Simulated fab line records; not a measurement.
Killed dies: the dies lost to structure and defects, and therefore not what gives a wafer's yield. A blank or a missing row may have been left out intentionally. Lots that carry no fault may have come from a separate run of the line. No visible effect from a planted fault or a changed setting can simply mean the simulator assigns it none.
Which tool did it?	flow nandHarc	Sampling: 24 lots, 72 wafers, 6 of 1302 route steps

WHAT EACH GAUGE READ, for each wafer
The record lacks any reading of a measuring or inspecting step that a usual standard deviation could be used to judge.

EACH LOT AND THE TOOL THAT RAN IT (in order: tool; ch and the chambers of the sampled wafers; start)
lot	NHARC_A_SLIT_ETCH_24	NHARC_A_SLIT_ETCH_17	NHARC_A_CONTACT_DEP_29	NHARC_A_CONTACT_ETCH_113	NHARC_A_CONTACT_ETCH_90	NHARC_A_CONTACT_ETCH_77
L075	rieDiel-06 ch 0,2,3, day 20 06:04	harEtch-01 ch 0,1, day 20 08:01	pecvd-03 ch 0,1,2, day 21 21:11	harCapEtch-02 ch 0,1, day 22 00:17	rieDiel-11 ch 0,1,3, day 22 02:58	rieDiel-11 ch 0,1,2, no start
L074	rieDiel-10 ch 2,3, day 20 07:08	harEtch-02 ch 0,1, day 20 08:55	pecvd-03 ch 0,1,2, day 21 21:32	harCapEtch-03 ch 0,1, day 22 00:38	rieDiel-05 ch 1,2, day 22 03:17	rieDiel-05 ch 0,1, no start
L076	rieDiel-06 ch 0,3, day 20 21:41	harEtch-01 ch 0,1, day 20 22:51	pecvd-02 ch 1,2, day 22 11:53	harCapEtch-03 ch 0,1, day 22 15:10	rieDiel-11 ch 0,1,2, day 22 17:51	rieDiel-11 ch 1,2,3, no start
L078	rieDiel-10 ch 0,3, day 20 21:50	harEtch-02 ch 0,1, day 21 02:14	pecvd-03 ch 0,1,2, day 22 12:20	harCapEtch-02 ch 0,1, day 22 15:33	rieDiel-11 ch 0,1, day 22 18:11	rieDiel-01 ch 1,2, no start
L077	rieDiel-06 ch 0,1,2, day 21 13:47	harEtch-02 ch 0,1, day 21 15:59	pecvd-02 ch 1,2, day 23 03:49	harCapEtch-03 ch 0,1, day 23 06:48	rieDiel-01 ch 1,2,3, day 23 09:30	rieDiel-11 ch 0,1,3, no start
L079	rieDiel-10 ch 0,1,3, day 22 10:03	harEtch-02 ch 1, day 22 11:12	pecvd-01 ch 0,1, day 23 23:31	harCapEtch-01 ch 0, day 24 03:08	rieDiel-11 ch 0,2, day 24 06:11	rieDiel-11 ch 1,2, no start
L081	rieDiel-06 ch 1,3, day 23 05:01	harEtch-02 ch 0,1, day 23 06:25	pecvd-02 ch 0,1, day 24 19:47	harCapEtch-01 ch 0,1, day 24 23:02	rieDiel-11 ch 1,3, day 25 01:41	rieDiel-11 ch 1,3, no start
L080	rieDiel-10 ch 0,2,3, day 23 05:18	harEtch-01 ch 0,1, day 23 07:45	pecvd-03 ch 1,2, day 25 00:50	harCapEtch-03 ch 0,1, day 25 03:52	rieDiel-11 ch 1,2,3, day 25 07:11	rieDiel-01 ch 0,3, no start
L083	rieDiel-03 ch 0,2, day 23 14:44	harEtch-01 ch 0,1, day 23 15:54	pecvd-02 ch 0,1,2, day 25 02:46	harCapEtch-02 ch 0,1, day 25 05:55	rieDiel-11 ch 0,1,2, day 25 08:34	rieDiel-01 ch 1,2, no start
L082	rieDiel-06 ch 1,3, day 23 14:56	harEtch-02 ch 0,1, day 23 16:56	pecvd-01 ch 1,2, day 25 05:05	harCapEtch-01 ch 0,1, day 25 08:20	rieDiel-11 ch 0,1,2, day 25 11:55	rieDiel-01 ch 1,2,3, no start
L084	rieDiel-06 ch 2,3, day 23 22:25	harEtch-02 ch 0,1, day 24 02:38	pecvd-03 ch 0,1,2, day 25 18:00	harCapEtch-01 ch 0,1, day 25 21:08	rieDiel-11 ch 0,1,3, day 25 23:47	rieDiel-01 ch 0,1, no start
L085	rieDiel-06 ch 0,1,3, day 24 03:43	harEtch-01 ch 0,1, day 24 08:50	pecvd-02 ch 0,1, day 26 04:23	harCapEtch-03 ch 0,1, day 26 07:32	rieDiel-05 ch 0,2,3, day 26 10:12	rieDiel-01 ch 1,2, no start
L086	rieDiel-06 ch 0,1, day 24 14:15	harEtch-01 ch 0,1, day 24 15:53	pecvd-03 ch 0,2, day 26 04:35	harCapEtch-02 ch 0,1, day 26 07:53	rieDiel-01 ch 0,1,2, day 26 10:35	rieDiel-05 ch 0,2, no start
L087	rieDiel-10 ch 0,1,2, day 25 02:20	harEtch-01 ch 0,1, day 25 03:31	pecvd-03 ch 0,1,2, day 26 14:37	harCapEtch-03 ch 0,1, day 26 18:13	rieDiel-05 ch 0,1,2, day 26 20:55	rieDiel-01 ch 0,1,2, no start
L089	rieDiel-03 ch 2,3, day 25 16:24	harEtch-01 ch 0,1, day 25 18:11	pecvd-03 ch 0,1, day 27 06:33	harCapEtch-03 ch 0,1, day 27 10:03	rieDiel-11 ch 0,1,2, day 27 12:44	rieDiel-11 ch 1,2,3, no start
L091	rieDiel-06 ch 0,1,3, day 26 00:59	harEtch-02 ch 1, day 26 02:45	pecvd-01 ch 0,1, day 27 13:26	harCapEtch-01 ch 0,1, day 27 16:34	rieDiel-01 ch 0,3, day 27 19:13	rieDiel-05 ch 0,2,3, no start
L090	rieDiel-06 ch 0,2,3, day 26 01:52	harEtch-01 ch 0,1, day 26 03:38	pecvd-02 ch 0,1,2, day 27 14:37	harCapEtch-02 ch 0,1, day 27 17:49	rieDiel-05 ch 0,1,2, day 27 20:32	rieDiel-11 ch 0,1,3, no start
L088	rieDiel-06 ch 0,2,3, day 26 01:53	harEtch-02 ch 0,1, day 26 05:57	pecvd-01 ch 0,1,2, day 27 18:54	harCapEtch-03 ch 0,1, day 27 22:07	rieDiel-01 ch 0,2,3, day 28 01:33	rieDiel-05 ch 1,2,3, no start
L092	rieDiel-03 ch 0,1,3, day 27 02:43	harEtch-02 ch 0,1, day 27 03:53	pecvd-01 ch 0,1,2, day 28 14:19	harCapEtch-02 ch 0,1, day 28 17:17	rieDiel-05 ch 1,3, day 28 19:59	rieDiel-05 ch 0,1,3, no start
L093	rieDiel-06 ch 0,1,2, day 27 11:17	harEtch-02 ch 0,1, day 27 13:03	pecvd-03 ch 0,1,2, day 28 23:29	harCapEtch-03 ch 0,1, day 29 02:34	rieDiel-11 ch 0,2,3, day 29 05:14	rieDiel-11 ch 0,1,2, no start
L094	rieDiel-10 ch 0,1,3, day 28 01:26	harEtch-02 ch 0, day 28 03:12	pecvd-03 ch 0,1,2, day 29 16:46	harCapEtch-01 ch 0,1, day 29 19:48	rieDiel-11 ch 0,1,3, day 29 22:31	rieDiel-01 ch 0,3, no start
L095	rieDiel-03 ch 0,3, day 28 02:40	harEtch-02 ch 0,1, day 28 07:40	pecvd-02 ch 0,1, day 29 16:35	harCapEtch-02 ch 0,1, day 29 19:38	rieDiel-01 ch 2,3, day 29 22:16	rieDiel-11 ch 0,2,3, no start
L096	rieDiel-06 ch 0,2,3, day 28 11:52	harEtch-02 ch 0, day 28 14:30	pecvd-01 ch 0,2, day 30 04:38	harCapEtch-01 ch 0,1, day 30 07:43	rieDiel-11 ch 0,2, day 30 10:23	rieDiel-11 ch 1,3, no start
L097	rieDiel-06 ch 0,1,2, day 29 08:43	harEtch-02 ch 0,1, day 29 10:43	pecvd-01 ch 0,1,2, day 30 21:38	harCapEtch-03 ch 0,1, day 31 00:44	rieDiel-11 ch 0,1,2, day 31 03:26	rieDiel-11 ch 0,2,3, no start
- NHARC_A_SLIT_ETCH_24: etches the open film in CF4/CHF3, target depth 121 nm, time 60.5 s.
- NHARC_A_SLIT_ETCH_17: etches the open film in C4F8/O2/Ar, time 4254.5 s, target depth 20300 nm.
- NHARC_A_CONTACT_DEP_29: deposits SiON, target thk 100 nm.
- NHARC_A_CONTACT_ETCH_113: etches the open film in C4F8/O2/Ar, time 190 s, target depth 1850 nm.
- NHARC_A_CONTACT_ETCH_90: etches the open film in CH3F/O2, target depth 40 nm, time 85.7 s.
- NHARC_A_CONTACT_ETCH_77: etches the open film in CF4/CHF3, target depth 108.9 nm, time 54.5 s.

AS READ BY THE TOOLS THEMSELVES (means over the sampled wafers that have a number; for cases with no such wafer, the mark the record gives instead)
NHARC_A_SLIT_ETCH_24. Usual: drypumpMotorCurrentA 5.8 A, standard deviation 0.47; oesProductAu 0.957 a.u., standard deviation 0.025; rfVppV 370.5 V, standard deviation 2.3; showerheadPlenumPTorr 1.57 Torr, standard deviation 0.063; throttleValvePct 16.803 %, standard deviation 0.0082.
lot	tool	drypumpMotorCurrentA (A)	oesProductAu (a.u.)	rfVppV (V)	showerheadPlenumPTorr (Torr)	throttleValvePct (%)	flag
L075	rieDiel-06	5.8	0.967	368.2	1.52	16.800	
L074	rieDiel-10	5.7	0.964	372.3	1.62	16.809	
L076	rieDiel-06	5.7	0.927	369.4	1.53	16.806	
L078	rieDiel-10	5.8	0.909	372.9	1.65	16.796	
L077	rieDiel-06	5.9	0.984	370.1	1.55	16.806	
L079	rieDiel-10	5.9	0.958	371.5	1.60	16.804	
L081	rieDiel-06	6.0	0.975	369.7	1.55	16.799	
L080	rieDiel-10	5.9	0.959	371.7	1.63	16.811	
L083	rieDiel-03	4.8	0.915	372.9	1.66	16.800	
L082	rieDiel-06	6.0	0.943	369.6	1.55	16.806	
L084	rieDiel-06	6.0	0.986	368.0	1.49	16.806	
L085	rieDiel-06	5.8	0.973	370.3	1.56	16.803	
L086	rieDiel-06	5.6	0.977	370.4	1.56	16.800	
L087	rieDiel-10	6.0	0.922	371.0	1.58	16.804	
L089	rieDiel-03	4.8	0.924	373.9	1.65	16.805	
L091	rieDiel-06	5.8	0.967	370.6	1.56	16.807	
L090	rieDiel-06	5.8	0.958	369.0	1.51	16.812	
L088	rieDiel-06	5.8	0.957	368.2	1.51	16.809	
L092	rieDiel-03	5.4	0.929	372.2	1.63	16.794	
L093	rieDiel-06	5.9	0.974	369.2	1.54	16.804	
L094	rieDiel-10	5.9	0.975	371.7	1.60	16.806	
L095	rieDiel-03	4.9	0.984	372.5	1.66	16.797	
L096	rieDiel-06	5.7	0.974	367.7	1.51	16.801	
L097	rieDiel-06	5.9	0.971	369.5	1.54	16.801	

NHARC_A_SLIT_ETCH_17. Usual: drypumpMotorCurrentA 5.8 A, standard deviation 0.66; showerheadPlenumPTorr 3.71 Torr, standard deviation 0.11; throttleValvePct 32.045 %, standard deviation 0.0087.
lot	tool	drypumpMotorCurrentA (A)	showerheadPlenumPTorr (Torr)	throttleValvePct (%)	flag
L075	harEtch-01	5.7	3.65	32.046	
L074	harEtch-02	6.2	3.77	32.052	
L076	harEtch-01	5.4	3.64	32.050	
L078	harEtch-02	6.2	3.76	32.057	
L077	harEtch-02	6.3	3.76	32.041	
L079	harEtch-02	5.3	3.90	32.054	
L081	harEtch-02	6.3	3.75	32.036	
L080	harEtch-01	5.6	3.63	32.040	
L083	harEtch-01	5.7	3.63	32.039	
L082	harEtch-02	6.2	3.74	32.050	
L084	harEtch-02	5.8	3.81	32.053	
L085	harEtch-01	5.4	3.62	32.045	
L086	harEtch-01	5.6	3.62	32.047	
L087	harEtch-01	5.6	3.61	32.037	
L089	harEtch-01	5.6	3.61	32.045	
L091	harEtch-02	5.3	3.87	32.047	
L090	harEtch-01	5.4	3.61	32.050	
L088	harEtch-02	5.8	3.80	32.046	
L092	harEtch-02	5.8	3.79	32.043	
L093	harEtch-02	6.3	3.71	32.046	
L094	harEtch-02	6.7	3.63	32.037	
L095	harEtch-02	6.3	3.71	32.041	
L096	harEtch-02	6.7	3.63	32.055	
L097	harEtch-02	6.2	3.69	32.039	

NHARC_A_CONTACT_DEP_29. Usual: heaterPowerW 753 W, standard deviation 74.
lot	tool	heaterPowerW (W)	flag
L075	pecvd-03	830	
L074	pecvd-03	827	
L076	pecvd-02	637	
L078	pecvd-03	744	
L077	pecvd-02	737	
L079	pecvd-01	735	
L081	pecvd-02	674	
L080	pecvd-03	846	
L083	pecvd-02	711	
L082	pecvd-01	712	
L084	pecvd-03	775	
L085	pecvd-02	704	
L086	pecvd-03	788	
L087	pecvd-03	793	
L089	pecvd-03	802	
L091	pecvd-01	755	
L090	pecvd-02	735	
L088	pecvd-01	713	
L092	pecvd-01	700	
L093	pecvd-03	806	
L094	pecvd-03	799	
L095	pecvd-02	701	
L096	pecvd-01	773	
L097	pecvd-01	690	

NHARC_A_CONTACT_ETCH_90. Usual: drypumpMotorCurrentA 5.6 A, standard deviation 0.41; oesProductAu 0.95 a.u., standard deviation 0.034; rfVppV 244.1 V, standard deviation 1.9; showerheadPlenumPTorr 2.44 Torr, standard deviation 0.12; throttleValvePct 20.663 %, standard deviation 0.01.
lot	tool	drypumpMotorCurrentA (A)	oesProductAu (a.u.)	rfVppV (V)	showerheadPlenumPTorr (Torr)	throttleValvePct (%)	flag
L075	rieDiel-11	5.5	1.00	244.9	2.49	20.666	
L074	rieDiel-05	5.8	0.92	246.4	2.57	20.661	
L076	rieDiel-11	5.8	0.99	243.4	2.41	20.654	
L078	rieDiel-11	5.6	0.93	244.6	2.50	20.665	
L077	rieDiel-01	5.8	0.91	243.3	2.39	20.662	
L079	rieDiel-11	5.5	0.93	244.2	2.51	20.669	
L081	rieDiel-11	5.4	0.93	244.1	2.47	20.660	
L080	rieDiel-11	5.7	1.00	244.0	2.39	20.667	
L083	rieDiel-11	5.8	0.92	243.6	2.40	20.654	
L082	rieDiel-11	5.8	0.93	244.6	2.40	20.666	
L084	rieDiel-11	5.5	0.94	243.9	2.48	20.669	
L085	rieDiel-05	5.3	0.92	245.0	2.52	20.667	
L086	rieDiel-01	5.9	0.99	243.0	2.33	20.670	
L087	rieDiel-05	5.6	1.00	245.3	2.51	20.662	
L089	rieDiel-11	5.8	0.93	243.9	2.40	20.663	
L091	rieDiel-01	5.9	0.93	244.2	2.41	20.672	
L090	rieDiel-05	5.6	1.00	244.6	2.50	20.656	
L088	rieDiel-01	6.0	0.92	242.9	2.35	20.659	
L092	rieDiel-05	5.4	0.93	245.9	2.59	20.660	
L093	rieDiel-11	5.4	0.92	244.8	2.48	20.659	
L094	rieDiel-11	5.5	0.99	244.4	2.48	20.660	
L095	rieDiel-01	6.0	0.92	243.6	2.40	20.649	
L096	rieDiel-11	5.7	0.93	243.8	2.40	20.662	
L097	rieDiel-11	5.8	0.93	242.7	2.40	20.663	

NHARC_A_CONTACT_ETCH_77. Usual: drypumpMotorCurrentA 5.6 A, standard deviation 0.43; oesProductAu 0.942 a.u., standard deviation 0.024; rfVppV 370.1 V, standard deviation 2.7; showerheadPlenumPTorr 1.56 Torr, standard deviation 0.075; throttleValvePct 16.803 %, standard deviation 0.0086.
lot	tool	drypumpMotorCurrentA (A)	oesProductAu (a.u.)	rfVppV (V)	showerheadPlenumPTorr (Torr)	throttleValvePct (%)	flag
L075	rieDiel-11	5.8	0.970	369.3	1.54	16.803	
L074	rieDiel-05	5.5	0.933	372.9	1.64	16.802	
L076	rieDiel-11	5.6	0.926	368.4	1.53	16.807	
L078	rieDiel-01	6.0	0.909	367.6	1.50	16.803	
L077	rieDiel-11	5.5	0.933	371.3	1.59	16.802	
L079	rieDiel-11	5.9	0.921	367.1	1.48	16.801	
L081	rieDiel-11	5.4	0.930	370.9	1.58	16.799	
L080	rieDiel-01	5.9	0.928	369.6	1.55	16.804	
L083	rieDiel-01	6.0	0.960	367.8	1.50	16.803	
L082	rieDiel-01	5.8	0.942	368.6	1.53	16.798	
L084	rieDiel-01	5.7	0.919	368.7	1.50	16.800	
L085	rieDiel-01	6.0	0.912	367.4	1.50	16.799	
L086	rieDiel-05	5.3	0.961	370.6	1.58	16.806	
L087	rieDiel-01	5.9	0.926	367.5	1.49	16.796	
L089	rieDiel-11	5.6	0.927	369.0	1.53	16.800	
L091	rieDiel-05	5.4	0.969	371.8	1.61	16.805	
L090	rieDiel-11	5.5	0.966	370.4	1.59	16.809	
L088	rieDiel-05	5.6	0.976	372.9	1.63	16.805	
L092	rieDiel-05	5.3	0.974	373.0	1.63	16.802	
L093	rieDiel-11	5.8	0.929	369.5	1.54	16.805	
L094	rieDiel-01	5.9	0.927	368.9	1.54	16.808	
L095	rieDiel-11	5.4	0.921	370.8	1.59	16.803	
L096	rieDiel-11	5.4	0.969	370.8	1.58	16.797	
L097	rieDiel-11	5.4	0.965	370.6	1.59	16.800	

THE ANSWER, worked out from the rows above alone
Rule: a lot is off if the mean of its wafers that have a number lies more than 3 standard deviations from the usual mean. A lot without any number at a reading at which 4 lots or more have one is off too. All remaining lots with rows at the step are treated as sound. First the gauges in route order, then the tools' own readings, where a lot's mean is used as printed above. The first step at which some lot is off is used, and at that step the reading that is off furthest; a lot without a number counts as furthest.
No lot is off on any of the readings shown, so nothing can be concluded from this.

WHAT THE SIMULATOR PUT IN
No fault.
